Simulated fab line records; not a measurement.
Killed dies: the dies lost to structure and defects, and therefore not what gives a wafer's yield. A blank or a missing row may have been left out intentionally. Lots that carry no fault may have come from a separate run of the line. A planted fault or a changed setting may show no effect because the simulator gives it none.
Chamber matching | flow n5_finfet | 4 sister chambers for N5_BEOL_M14_STRIP_37 on rie_diel-04
The step strips in O2. 4 wafers are shown with their chamber, then 7 later ones without.

WAFERS PAIRED WITH THEIR CHAMBERS
wafer  | chamber | drypump_motor_current_A (A)
L085.4 | 3       | 5.2
L087.6 | 0       | 5.9
L089.2 | 2       | 5.4
L089.3 | 1       | 6.7

WAFERS WHOSE CHAMBER IS MISSING
wafer  | drypump_motor_current_A (A)
L089.6 | 6.6
L093.1 | 6.6
L093.3 | 5.4
L093.4 | 5.2
L094.4 | 5.4
L094.5 | 5.4
L094.6 | 5.2

WHICH CHAMBER EACH WENT THROUGH
wafer  | from the rows above | in truth
L089.6 | 1                   | 1
L093.1 | 1                   | 1
L093.3 | 2                   | 2
L093.4 | 3                   | 3
L094.4 | 2                   | 2
L094.5 | 2                   | 2
L094.6 | 3                   | 3
Placed correctly: 7 of 7. Can't be placed from these rows: 0. Number placed wrongly: 0.
How it was worked out, from the rows above alone: a wafer's distance from a chamber is the root of the sum, over the readings, of the square of ((its reading less the chamber's mean) divided by the reading's scatter). The wafer belongs to the nearest chamber; if the next one is less than 2 further off, it can't be placed. For every chamber, the mean is computed from those of its wafers that are shown. The scatter: root of mean squared gap, hidden wafer to nearest shown wafer, with one shown wafer a chamber.
